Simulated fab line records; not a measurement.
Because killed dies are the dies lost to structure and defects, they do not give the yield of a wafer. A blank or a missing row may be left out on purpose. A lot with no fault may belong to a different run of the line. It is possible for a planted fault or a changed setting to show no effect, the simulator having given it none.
fab line records | flow n5_finfet
[record] lots = 24 wafers = 72 last_day = 18
route steps=1938 shown BEOL_M10@1485 BEOL_M11@1568
lots that met no fault: from a run of the same line without faults
start_h: start of the lot's first displayed wafer, in hours after the record's first day | wait_h: hours from the lot's prior step to this one | " the same as in the row above | L1.1+2: one row covering several wafers at once | - no value, or no start was given | * or withheld: withheld | < > ~ a bound
route shown NAME@n: a module of which the file shows steps, and the number in the route of the first | usual: mean and standard deviation over wafers with no fault | same: alike in all rows | chamber/n: place in a boat | sites: the reading at each site | _std_site: the standard deviation of these | _edge_site: outer sites' mean less inner sites' | radius_mm: for every site, how far away it sits from the centre of the wafer | mask NAME#n: copy n | behind: the last tool/chamber to shape the wafer | hold: reason for holding the lot/hours on hold/outcome of the hold | device: which transistor (n, p or np) failed to switch | end of line: the tests these same wafers got at the end of their route | for a step that has no rows: nothing shown but its recipe | killed: at the first sort, the dies lost to defects and structure; wafer yield is something else | map: the dies of a wafer, with x for killed, . for not killed, _ for no die there
set.NAME: the setting that was run; set.NAME@STEP: the one run at that earlier step | model.NAME: the simulator's own value behind a step, which no gauge read
steps of the route over a sample of lots; a table a step, a row a wafer
services: from which hour (start_h, from the record's first day; less than 0 if before it) a tool's chamber was out of use, for how many hours, and why
[[steps]]
[step N5_BEOL_M10_INSPECT_13]
[recipe] mode = adi inspect_instrument = brightfield
[usual] raw_defect_count = 456/110
// columns lot.wafer tool chamber start_h wait_h raw_defect_count
L074.1 defect_inspect-01 - 228.02 0.0 455
L074.4 " - " " 443
L074.6 " - " " 465
L075.2 defect_inspect-01 - 234.50 0.0 408
L075.3 " - " " 444
L075.6 " - " " 354
L076.1 defect_inspect-01 - 258.84 0.0 468
L076.3 " - " " 470
L076.6 " - " " 493
L078.2 defect_inspect-01 - 259.00 0.0 471
L078.3 " - " " 395
L078.5 " - " " 503
L081.1 defect_inspect-01 - 263.91 0.0 326
L081.2 " - " " 354
L081.4 " - " " 322
L079.1 defect_inspect-01 - 267.84 0.0 461
L079.5 " - " " 413
L079.6 " - " " 544
L080.1 defect_inspect-01 - 269.43 0.0 561
L080.3 " - " " 571
L080.5 " - " " 437
L077.2 defect_inspect-02 - 272.19 0.0 616
L077.4 " - " " 593
L077.6 " - " " 490
L082.2 defect_inspect-01 - 272.48 0.0 508
L082.3 " - " " 437
L082.4 " - " " 570
L083.1 defect_inspect-02 - 276.14 0.0 457
L083.5 " - " " 501
L083.6 " - " " 502
L084.3 defect_inspect-02 - 281.84 0.0 308
L084.4 " - " " 246
L084.6 " - " " 288
L085.1 defect_inspect-02 - 291.26 0.0 530
L085.3 " - " " 410
L085.5 " - " " 452
L086.1 defect_inspect-01 - 301.32 0.0 371
L086.3 " - " " 458
L086.6 " - " " 482
L087.2 defect_inspect-01 - 301.52 0.0 448
L087.5 " - " " 423
L087.6 " - " " 362
L088.1 defect_inspect-01 - 313.69 0.0 309
L088.4 " - " " 385
L088.5 " - " " 499
L089.1 defect_inspect-01 - 321.52 0.0 375
L089.4 " - " " 294
L089.6 " - " " 567
L091.2 defect_inspect-02 - 326.12 0.0 429
L091.3 " - " " 447
L091.5 " - " " 399
L090.3 defect_inspect-02 - 334.90 0.0 350
L090.4 " - " " 478
L090.6 " - " " 423
L093.3 defect_inspect-02 - 335.41 0.0 657
L093.5 " - " " 641
L093.6 " - " " 582
L092.1 defect_inspect-02 - 335.58 0.0 354
L092.2 " - " " 417
L092.5 " - " " 466
L094.2 defect_inspect-02 - 345.47 0.0 706
L094.3 " - " " 643
L094.6 " - " " 590
L095.2 defect_inspect-02 - 363.20 0.0 333
L095.5 " - " " 537
L095.6 " - " " 555
L096.4 defect_inspect-02 - 367.90 0.0 357
L096.5 " - " " 395
L096.6 " - " " 334
L097.2 defect_inspect-02 - 368.50 0.0 633
L097.3 " - " " 586
L097.6 " - " " 611
[step N5_BEOL_M10_STRIP_36]
[recipe] chemistry = N2/H2 power_w = 450 temp_c = 40 pressure_mtorr = 20 rf_frequency_hz = 6e+07 overash_fraction = 0.3 bias_power_w = 7 h2_frac = 0.5 n2_flow_sccm = 200 h2_flow_sccm = 200
[usual] drypump_motor_current_A = 6.0/0.42 oes_product_au = 0.84/0.09 rf_vpp_V = 59.1/1.9 showerhead_plenum_p_Torr = 2.55/0.11 throttle_valve_pct = 23.5/0.39
// columns lot.wafer tool chamber start_h wait_h drypump_motor_current_A oes_product_au rf_hours_counter_h rf_vpp_V showerhead_plenum_p_Torr throttle_valve_pct
L074.1 rie_diel-04 1 229.55 0.0 5.8 0.93 14 59.4 2.59 23.3
L074.4 " 3 " " 5.8 0.96 7 54.8 2.71 22.8
L074.6 " 0 " " 5.9 0.86 - 62.7 2.70 24.2
L075.2 rie_diel-04 1 237.82 0.0 5.8 0.94 15 60.9 2.59 23.3
L075.3 " 3 " " 5.8 0.96 9 60.8 2.71 22.8
L075.6 " 1 " " 5.9 0.93 - 60.2 2.59 23.3
L078.2 rie_diel-04 3 260.73 0.0 5.8 0.93 17 60.4 2.71 22.8
L078.3 " 2 " " 6.0 0.80 107 61.2 2.66 23.8
L078.5 " 2 " " 6.0 0.80 - 58.6 2.66 23.8
L076.1 rie_diel-02 3 260.87 0.0 6.8 0.98 2 58.5 2.48 23.5
L076.3 " 1 " " 6.3 0.80 86 58.8 2.56 23.5
L076.6 " 3 " " 6.8 0.96 - 61.8 2.48 23.5
L081.1 rie_diel-02 2 266.85 0.0 5.8 0.95 13 62.3 2.47 23.0
L081.2 " 1 " " 6.3 0.81 89 61.8 2.55 23.5
L081.4 " 0 " " 5.8 0.70 215 56.6 2.39 23.3
L080.1 rie_diel-04 3 271.02 0.0 5.8 0.93 21 58.5 2.71 22.8
L080.3 " 0 " " 5.9 0.84 72 59.7 2.69 24.2
L080.5 " 2 " " 5.9 0.80 - 58.8 2.66 23.8
L079.1 rie_diel-02 2 271.56 0.0 5.9 0.94 14 63.5 2.47 23.0
L079.5 " 1 " " 6.3 0.79 - 60.5 2.55 23.5
L079.6 " 2 " " 5.8 0.93 - 59.6 2.47 23.0
L077.2 rie_diel-04 3 273.36 0.0 5.8 0.94 22 60.2 2.71 22.8
L077.4 " 1 " " 5.9 0.91 28 62.8 2.59 23.4
L077.6 " 0 " " 5.9 0.84 - 58.9 2.69 24.2
L082.2 rie_diel-04 1 273.82 0.0 5.8 0.90 28 56.8 2.59 23.3
L082.3 " 2 " " 6.0 0.79 111 62.5 2.66 23.8
L082.4 " 3 " " 5.8 0.92 22 58.2 2.71 22.8
L083.1 rie_diel-04 0 277.47 0.0 5.9 0.83 74 58.3 2.69 24.2
L083.5 " 3 " " 5.8 0.93 - 57.8 2.71 22.8
L083.6 " 2 " " 6.0 0.80 - 56.9 2.66 23.8
L084.3 rie_diel-04 2 285.39 0.0 5.9 0.79 116 60.2 2.65 23.7
L084.4 " 0 " " 5.9 0.83 77 60.0 2.69 24.2
L084.6 " 0 " " 5.9 0.82 - 58.3 2.69 24.2
L085.1 rie_diel-04 1 292.55 0.0 5.8 0.88 34 59.1 2.58 23.3
L085.3 " 0 " " 5.9 0.83 79 60.4 2.69 24.2
L085.5 " 1 " " 5.8 0.89 - 56.3 2.58 23.4
L086.1 rie_diel-06 3 302.89 0.0 6.4 0.74 179 56.7 2.64 24.1
L086.3 " 0 " " 6.3 0.73 182 59.3 2.54 23.8
L086.6 " 2 " " 4.9 0.98 - 59.4 2.51 23.9
L087.2 rie_diel-02 2 302.91 0.0 5.9 0.94 25 61.0 2.46 23.0
L087.5 " 0 " " 5.8 0.67 - 56.8 2.39 23.4
L087.6 " 3 " " 6.8 0.92 - 56.5 2.47 23.5
L088.1 rie_diel-02 1 315.33 0.0 6.3 0.77 106 58.2 2.55 23.6
L088.4 " 3 " " 6.8 0.89 21 59.8 2.47 23.5
L088.5 " 2 " " 5.9 0.93 - 60.7 2.46 23.0
L089.1 rie_diel-02 3 325.57 0.0 6.8 0.90 25 59.7 2.47 23.5
L089.4 " 1 " " 6.3 0.79 111 54.2 2.55 23.6
L089.6 " 3 " " 6.8 0.89 - 59.4 2.46 23.5
L091.2 rie_diel-02 2 327.68 0.0 5.9 0.92 35 55.7 2.46 23.0
L091.3 " 3 " " 6.8 0.91 26 57.2 2.47 23.5
L091.5 " 0 " " 5.8 0.67 - 61.9 2.38 23.4
L093.3 rie_diel-04 0 337.77 0.0 5.9 0.81 95 58.7 2.68 24.2
L093.5 " 2 " " 5.9 0.76 - 55.9 2.65 23.8
L093.6 " 1 " " 5.9 0.85 - 59.7 2.58 23.4
L090.3 rie_diel-06 1 337.94 0.0 5.8 0.74 151 60.8 2.44 23.5
L090.4 " 3 " " 6.4 0.72 192 61.5 2.63 24.1
L090.6 " 1 " " 5.8 0.75 - 58.5 2.44 23.5
L092.1 rie_diel-02 1 338.11 0.0 6.4 0.79 115 59.2 2.54 23.6
L092.2 " 3 " " 6.8 0.88 29 59.2 2.46 23.5
L092.5 " 0 " " 5.8 0.67 - 60.4 2.38 23.4
L094.2 rie_diel-02 0 346.78 0.0 5.8 0.66 244 57.3 2.38 23.4
L094.3 " 1 " " 6.3 0.76 118 57.0 2.54 23.5
L094.6 " 2 " " 5.9 0.90 - 55.7 2.46 23.0
L095.2 rie_diel-06 2 364.33 0.0 4.9 0.89 24 60.0 2.50 23.9
L095.5 " 2 " " 4.9 0.90 - 59.1 2.50 23.9
L095.6 " 3 " " 6.4 0.72 - 58.6 2.63 24.1
L097.2 rie_diel-02 3 371.47 0.0 6.8 0.85 42 59.0 2.46 23.5
L097.3 " 2 " " 5.8 0.90 50 58.8 2.45 23.1
L097.6 " 3 " " 6.8 0.85 - 57.5 2.46 23.5
L096.4 rie_diel-06 2 371.98 0.0 4.9 0.92 27 57.7 2.49 23.9
L096.5 " 1 " " 5.8 0.75 - 57.9 2.43 23.5
L096.6 " 2 " " 4.9 0.90 - 57.6 2.49 23.9
[step N5_BEOL_M10_SURFACE_TREAT_76]
[recipe] gas = Ar time_s = * ion_energy_ev = * ion_current_ma_cm2 = 0.5 pressure_mtorr = * ar_flow_sccm = 30
[usual] pressure_mtorr = * throttle_valve_pct = *
// columns lot.wafer tool chamber start_h wait_h pressure_mtorr throttle_valve_pct
L074.1 pvd_sputter-03 - 233.91 1.0 * *
L074.4 " - " " * *
L074.6 " - " " * *
L075.2 pvd_sputter-02 - 239.37 0.2 * *
L075.3 " - " " * *
L075.6 " - " " * *
L078.2 pvd_sputter-03 - 261.88 0.2 * *
L078.3 " - " " * *
L078.5 " - " " * *
L076.1 pvd_sputter-03 - 262.58 0.4 * *
L076.3 " - " " * *
L076.6 " - " " * *
L081.1 pvd_sputter-01 - 268.52 0.2 * *
L081.2 " - " " * *
L081.4 " - " " * *
L080.1 pvd_sputter-01 - 272.54 0.2 * *
L080.3 " - " " * *
L080.5 " - " " * *
L079.1 pvd_sputter-02 - 273.07 0.2 * *
L079.5 " - " " * *
L079.6 " - " " * *
L077.2 pvd_sputter-02 - 275.51 0.5 * *
L077.4 " - " " * *
L077.6 " - " " * *
L082.2 pvd_sputter-02 - 276.01 0.2 * *
L082.3 " - " " * *
L082.4 " - " " * *
L083.1 pvd_sputter-01 - 280.91 0.2 * *
L083.5 " - " " * *
L083.6 " - " " * *
L084.3 pvd_sputter-01 - 287.08 0.2 * *
L084.4 " - " " * *
L084.6 " - " " * *
L085.1 pvd_sputter-02 - 293.91 0.3 * *
L085.3 " - " " * *
L085.5 " - " " * *
L086.1 pvd_sputter-01 - 304.21 0.2 * *
L086.3 " - " " * *
L086.6 " - " " * *
L087.2 pvd_sputter-01 - 304.25 0.2 * *
L087.5 " - " " * *
L087.6 " - " " * *
L088.1 pvd_sputter-01 - 317.68 0.4 * *
L088.4 " - " " * *
L088.5 " - " " * *
L089.1 pvd_sputter-01 - 326.84 0.2 * *
L089.4 " - " " * *
L089.6 " - " " * *
L091.2 pvd_sputter-03 - 330.00 0.2 * *
L091.3 " - " " * *
L091.5 " - " " * *
L093.3 pvd_sputter-01 - 339.78 0.9 * *
L093.5 " - " " * *
L093.6 " - " " * *
L090.3 pvd_sputter-03 - 342.73 0.2 * *
L090.4 " - " " * *
L090.6 " - " " * *
L092.1 pvd_sputter-01 - 342.76 0.2 * *
L092.2 " - " " * *
L092.5 " - " " * *
L094.2 pvd_sputter-02 - 348.16 0.3 * *
L094.3 " - " " * *
L094.6 " - " " * *
L095.2 pvd_sputter-03 - 365.50 0.2 * *
L095.5 " - " " * *
L095.6 " - " " * *
L097.2 pvd_sputter-02 - 372.94 0.2 * *
L097.3 " - " " * *
L097.6 " - " " * *
L096.4 pvd_sputter-01 - 373.95 0.2 * *
L096.5 " - " " * *
L096.6 " - " " * *
[step N5_BEOL_M10_SPUTTER_48]
[recipe] material = Cu target_thk_a = 120 temp_c = -20 bias_v = 60 power_w = 26000 chamber_pressure_pa = 0.13 time_s = 2
[usual] susceptor_temp_C = -20.00/0.091 throttle_valve_pct = 30.1/0.7
// columns lot.wafer tool chamber start_h wait_h susceptor_temp_C throttle_valve_pct
L074.1 pvd_sputter-03 - 234.15 0.1 -19.92 29.5
L074.4 " - " " -19.85 30.5
L074.6 " - " " -20.14 30.9
L075.2 pvd_sputter-01 - 239.60 0.1 -19.94 30.0
L075.3 " - " " -19.84 30.1
L075.6 " - " " -20.07 29.1
L078.2 pvd_sputter-03 - 262.08 0.1 -19.99 30.6
L078.3 " - " " -19.92 30.2
L078.5 " - " " -20.00 30.8
L076.1 pvd_sputter-03 - 263.08 0.2 -20.19 31.0
L076.3 " - " " -20.01 29.9
L076.6 " - " " -19.97 30.7
L081.1 pvd_sputter-03 - 268.72 0.1 -19.97 29.7
L081.2 " - " " -19.98 30.3
L081.4 " - " " -20.16 31.1
L080.1 pvd_sputter-03 - 272.76 0.1 -20.03 31.1
L080.3 " - " " -20.00 30.7
L080.5 " - " " -20.01 30.8
L079.1 pvd_sputter-02 - 273.31 0.1 -19.96 30.7
L079.5 " - " " -19.86 28.9
L079.6 " - " " -20.08 27.7
L077.2 pvd_sputter-01 - 275.70 0.1 -19.95 29.1
L077.4 " - " " -19.90 30.2
L077.6 " - " " -19.95 29.9
L082.2 pvd_sputter-01 - 276.28 0.1 -20.02 30.0
L082.3 " - " " -19.82 30.3
L082.4 " - " " -20.05 30.0
L083.1 pvd_sputter-01 - 281.17 0.1 -19.87 29.9
L083.5 " - " " -19.98 30.1
L083.6 " - " " -19.97 29.2
L084.3 pvd_sputter-03 - 287.53 0.3 -20.00 30.4
L084.4 " - " " -20.04 31.1
L084.6 " - " " -19.96 30.9
L085.1 pvd_sputter-01 - 294.13 0.1 -19.95 30.1
L085.3 " - " " -20.10 29.9
L085.5 " - " " -19.96 29.3
L086.1 pvd_sputter-01 - 304.45 0.1 -20.18 30.5
L086.3 " - " " -19.93 29.1
L086.6 " - " " -19.99 30.4
L087.2 pvd_sputter-01 - 304.53 0.1 -19.99 30.0
L087.5 " - " " -19.89 30.4
L087.6 " - " " -20.12 29.7
L088.1 pvd_sputter-01 - 317.86 0.1 -20.04 29.5
L088.4 " - " " -19.99 30.0
L088.5 " - " " -19.96 30.3
L089.1 pvd_sputter-02 - 327.19 0.1 -20.05 27.4
L089.4 " - " " -19.91 30.5
L089.6 " - " " -19.98 30.1
L091.2 pvd_sputter-03 - 330.31 0.1 -20.09 29.8
L091.3 " - " " -20.10 31.3
L091.5 " - " " -20.03 29.2
L093.3 pvd_sputter-01 - 341.76 1.6 -19.92 30.1
L093.5 " - " " -20.19 30.1
L093.6 " - " " -19.85 29.3
L090.3 pvd_sputter-01 - 342.98 0.1 -19.91 29.9
L090.4 " - " " -20.01 29.4
L090.6 " - " " -20.18 30.3
L092.1 pvd_sputter-03 - 343.05 0.2 -19.86 30.8
L092.2 " - " " -20.25 29.8
L092.5 " - " " -20.07 30.2
L094.2 pvd_sputter-03 - 348.45 0.1 -19.94 30.7
L094.3 " - " " -19.89 31.0
L094.6 " - " " -19.94 30.3
L095.2 pvd_sputter-01 - 367.07 1.4 -19.97 30.5
L095.5 " - " " -19.99 29.7
L095.6 " - " " -20.08 29.1
L097.2 pvd_sputter-03 - 373.11 0.1 -20.10 31.2
L097.3 " - " " -19.85 30.6
L097.6 " - " " -20.07 29.8
L096.4 pvd_sputter-01 - 374.15 0.0 -20.12 29.8
L096.5 " - " " -20.06 30.3
L096.6 " - " " -20.01 30.0
[step N5_BEOL_M11_CD_MEAS_28]
[recipe] target_cd_nm = 70 landing_energy_ev = 500 detector = se_inlens polarity = opening
[usual] cd_nm = 69.6/1.1
// columns lot.wafer tool chamber start_h wait_h cd_nm
L074.1 cd_sem-02 0 239.71 - 70.3
L074.4 " 0 " " 69.8
L074.6 " 0 " " 70.0
L075.2 cd_sem-03 0 245.83 - 69.5
L075.3 " 0 " " 69.6
L075.6 " 0 " " 69.9
L078.2 cd_sem-01 0 266.36 - 69.4
L078.3 " 0 " " 68.1
L078.5 " 0 " " 69.8
L076.1 cd_sem-01 0 268.32 - 68.7
L076.3 " 0 " " 67.6
L076.6 " 0 " " 69.8
L081.1 cd_sem-02 0 273.66 - 69.9
L081.2 " 0 " " 68.8
L081.4 " 0 " " 69.6
L080.1 cd_sem-01 0 277.26 - 70.7
L080.3 " 0 " " 69.5
L080.5 " 0 " " 69.3
L079.1 cd_sem-03 0 277.75 - 68.4
L079.5 " 0 " " 68.9
L079.6 " 0 " " 68.1
L077.2 cd_sem-02 0 280.68 - 69.2
L077.4 " 0 " " 70.9
L077.6 " 0 " " 70.8
L082.2 cd_sem-03 0 285.86 - 70.3
L082.3 " 0 " " 68.8
L082.4 " 0 " " 70.4
L083.1 cd_sem-01 0 287.85 - 68.7
L083.5 " 0 " " 69.9
L083.6 " 0 " " 68.4
L084.3 cd_sem-01 0 292.20 - 70.7
L084.4 " 0 " " 72.2
L084.6 " 0 " " 72.0
L085.1 cd_sem-01 0 300.78 - 70.1
L085.3 " 0 " " 70.4
L085.5 " 0 " " 70.4
L086.1 cd_sem-03 0 309.13 - 69.1
L086.3 " 0 " " 68.8
L086.6 " 0 " " 69.7
L087.2 cd_sem-01 0 309.33 - 68.4
L087.5 " 0 " " 69.7
L087.6 " 0 " " 69.4
L088.1 cd_sem-02 0 325.21 - 69.0
L088.4 " 0 " " 68.6
L088.5 " 0 " " 69.3
L089.1 cd_sem-03 0 334.38 - 71.2
L089.4 " 0 " " 70.2
L089.6 " 0 " " 69.3
L091.2 cd_sem-03 0 337.54 - 69.1
L091.3 " 0 " " 70.9
L091.5 " 0 " " 69.6
L093.3 cd_sem-02 0 346.49 - 72.2
L093.5 " 0 " " 72.3
L093.6 " 0 " " 70.4
L090.3 cd_sem-02 0 348.51 - 69.2
L090.4 " 0 " " 67.4
L090.6 " 0 " " 69.7
L092.1 cd_sem-02 0 349.12 - 69.9
L092.2 " 0 " " 70.5
L092.5 " 0 " " 70.1
L094.2 cd_sem-02 0 352.40 - 68.8
L094.3 " 0 " " 66.6
L094.6 " 0 " " 67.3
L095.2 cd_sem-02 0 371.25 - 70.9
L095.5 " 0 " " 70.6
L095.6 " 0 " " 69.7
L097.2 cd_sem-01 0 382.73 - 70.4
L097.3 " 0 " " 69.1
L097.6 " 0 " " 69.7
L096.4 cd_sem-02 0 382.90 - 69.9
L096.5 " 0 " " 68.5
L096.6 " 0 " " 69.9
[step N5_BEOL_M11_VIA_ETCH_34]
[recipe] chemistry = C4F6/O2 target = SiCOH_lowk target_depth_a = 1845 mask_material = SOC taper_deg = 4 time_s = 69.2 ion_energy_ev = 250 pressure_mtorr = 30 source_w = 345 bias_w = 185 Ar_flow_sccm = 300 C4F6_flow_sccm = 10 O2_flow_sccm = 10
[usual] drypump_motor_current_A = 5.7/0.48 oes_product_au = 0.80/0.069 rf_vpp_V = 667/22 showerhead_plenum_p_Torr = 2.84/0.092 throttle_valve_pct = 20.82/0.19
// columns lot.wafer tool chamber start_h wait_h drypump_motor_current_A oes_product_au rf_hours_counter_h rf_vpp_V showerhead_plenum_p_Torr throttle_valve_pct
L074.1 rie_diel-03 3 240.01 0.0 6.5 0.86 50 654 3.04 20.91
L074.4 " 0 " " 6.1 0.83 79 691 2.85 20.85
L074.6 " 2 " " 5.8 0.75 - 653 2.87 20.84
L075.2 rie_diel-01 0 246.12 0.0 5.5 0.89 46 676 2.80 20.82
L075.3 " 3 " " 6.0 0.84 71 634 2.93 21.10
L075.6 " 0 " " 5.5 0.90 - 676 2.80 20.82
L078.2 rie_diel-03 3 266.66 0.0 6.5 0.85 56 654 3.03 20.91
L078.3 " 2 " " 5.8 0.75 137 652 2.87 20.86
L078.5 " 3 " " 6.5 0.84 - 652 3.03 20.92
L076.1 rie_diel-01 3 268.62 0.0 6.0 0.83 78 632 2.92 21.11
L076.3 " 1 " " 5.4 0.82 60 680 2.80 20.63
L076.6 " 2 " " 5.3 0.87 - 681 2.78 20.68
L081.1 rie_diel-03 0 273.96 0.0 6.0 0.81 90 692 2.84 20.86
L081.2 " 3 " " 6.5 0.85 59 654 3.03 20.92
L081.4 " 1 " " 6.6 0.74 186 684 2.80 20.85
L080.1 rie_diel-03 1 277.56 0.0 6.6 0.74 188 683 2.80 20.85
L080.3 " 2 " " 5.8 0.74 140 652 2.86 20.86
L080.5 " 3 " " 6.5 0.84 - 653 3.03 20.92
L079.1 rie_diel-05 0 278.05 0.0 5.1 0.69 211 616 2.70 20.78
L079.5 " 1 " " 5.9 0.96 - 667 2.91 20.46
L079.6 " 0 " " 5.2 0.69 - 617 2.70 20.77
L077.2 rie_diel-03 0 280.98 0.0 6.0 0.80 92 692 2.84 20.89
L077.4 " 2 " " 5.8 0.75 141 652 2.86 20.87
L077.6 " 3 " " 6.5 0.84 - 654 3.03 20.92
L082.2 rie_diel-03 0 286.26 0.0 6.0 0.80 94 692 2.84 20.86
L082.3 " 3 " " 6.5 0.84 62 655 3.03 20.93
L082.4 " 2 " " 5.8 0.74 142 654 2.86 20.88
L083.1 rie_diel-05 3 288.15 0.0 5.8 0.69 230 703 2.95 21.37
L083.5 " 1 " " 5.9 0.95 - 668 2.91 20.46
L083.6 " 0 " " 5.2 0.68 - 616 2.70 20.77
L084.3 rie_diel-01 3 292.49 0.0 6.0 0.81 86 632 2.92 21.09
L084.4 " 2 " " 5.3 0.85 55 680 2.78 20.68
L084.6 " 1 " " 5.4 0.81 - 680 2.80 20.64
L085.1 rie_diel-01 1 301.08 0.0 5.4 0.82 68 680 2.80 20.68
L085.3 " 0 " " 5.5 0.86 62 673 2.79 20.84
L085.5 " 3 " " 6.0 0.81 - 633 2.92 21.10
L086.1 rie_diel-05 2 309.44 0.0 5.0 0.81 107 677 2.72 20.76
L086.3 " 1 " " 5.9 0.92 21 668 2.91 20.46
L086.6 " 2 " " 5.0 0.80 - 677 2.72 20.75
L087.2 rie_diel-01 0 310.00 0.0 5.5 0.85 65 675 2.79 20.86
L087.5 " 0 " " 5.5 0.86 - 675 2.79 20.85
L087.6 " 1 " " 5.4 0.81 - 680 2.80 20.66
L088.1 rie_diel-05 1 325.51 0.0 6.0 0.92 27 670 2.90 20.48
L088.4 " 0 " " 5.1 0.68 229 618 2.70 20.82
L088.5 " 2 " " 5.0 0.80 - 678 2.71 20.74
L089.1 rie_diel-01 3 334.68 0.0 6.1 0.80 99 631 2.91 21.13
L089.4 " 1 " " 5.4 0.80 80 680 2.79 20.68
L089.6 " 0 " " 5.5 0.85 - 675 2.79 20.87
L091.2 rie_diel-03 3 337.99 0.0 6.6 0.83 78 654 3.02 20.94
L091.3 " 2 " " 5.8 0.74 158 653 2.86 20.90
L091.5 " 1 " " 6.6 0.71 - 684 2.79 20.86
L093.3 rie_diel-01 0 346.78 0.0 5.5 0.84 74 676 2.79 20.88
L093.5 " 1 " " 5.4 0.79 - 681 2.79 20.67
L093.6 " 2 " " 5.3 0.83 - 681 2.77 20.70
L090.3 rie_diel-05 1 348.81 0.0 5.9 0.91 33 667 2.90 20.49
L090.4 " 2 " " 5.1 0.80 118 675 2.71 20.78
L090.6 " 2 " " 5.1 0.79 - 676 2.71 20.76
L092.1 rie_diel-03 2 349.41 0.0 5.8 0.74 161 653 2.86 20.91
L092.2 " 1 " " 6.6 0.72 210 683 2.79 20.88
L092.5 " 1 " " 6.6 0.72 - 684 2.79 20.89
L094.2 rie_diel-05 0 352.70 0.0 5.1 0.66 236 618 2.69 20.80
L094.3 " 1 " " 5.9 0.91 34 669 2.90 20.48
L094.6 " 1 " " 5.9 0.91 - 667 2.90 20.50
L095.2 rie_diel-05 0 372.11 0.0 5.1 0.66 244 617 2.69 20.81
L095.5 " 1 " " 6.0 0.89 - 668 2.90 20.51
L095.6 " 2 " " 5.0 0.78 - 677 2.71 20.77
L097.2 rie_diel-01 1 383.13 0.0 5.4 0.78 95 680 2.79 20.70
L097.3 " 2 " " 5.3 0.82 83 680 2.76 20.72
L097.6 " 1 " " 5.4 0.79 - 680 2.79 20.70
L096.4 rie_diel-01 1 383.59 0.0 5.4 0.78 95 679 2.79 20.70
L096.5 " 0 " " 5.5 0.84 - 674 2.78 20.90
L096.6 " 1 " " 5.4 0.79 - 681 2.79 20.67
[[services]]
// columns tool chamber start_h hours kind
rie_diel-05 1 211.16 - clean
rie_diel-05 1 211.16 - consumable_replace:focus_ring
rie_diel-05 1 211.16 31.8 scheduled_down
rie_diel-05 1 211.16 31.8 vent_cycle
rie_diel-02 2 211.37 - clean
rie_diel-02 2 211.37 - consumable_replace:focus_ring
rie_diel-02 2 211.37 23.8 scheduled_down
rie_diel-02 2 211.37 23.8 vent_cycle
rie_diel-05 3 215.05 2.0 repair
rie_diel-02 3 235.38 - clean
rie_diel-02 3 235.38 - consumable_replace:focus_ring
rie_diel-03 3 256.81 3.9 repair
rie_diel-06 - 279.75 0.6 repair
pvd_sputter-02 - 339.91 4.3 repair
rie_diel-01 0 339.95 5.7 repair
rie_diel-01 - 359.56 0.5 repair
rie_diel-04 2 365.46 5.0 repair
rie_diel-02 0 366.23 - clean
rie_diel-02 0 366.23 - consumable_replace:focus_ring
rie_diel-02 0 366.23 18.5 scheduled_down
rie_diel-02 0 366.23 18.5 vent_cycle
rie_diel-04 - 376.07 3.0 repair
pvd_sputter-03 - 380.55 4.1 repair
rie_diel-01 - 382.50 0.2 repair
[[key]]
fault none
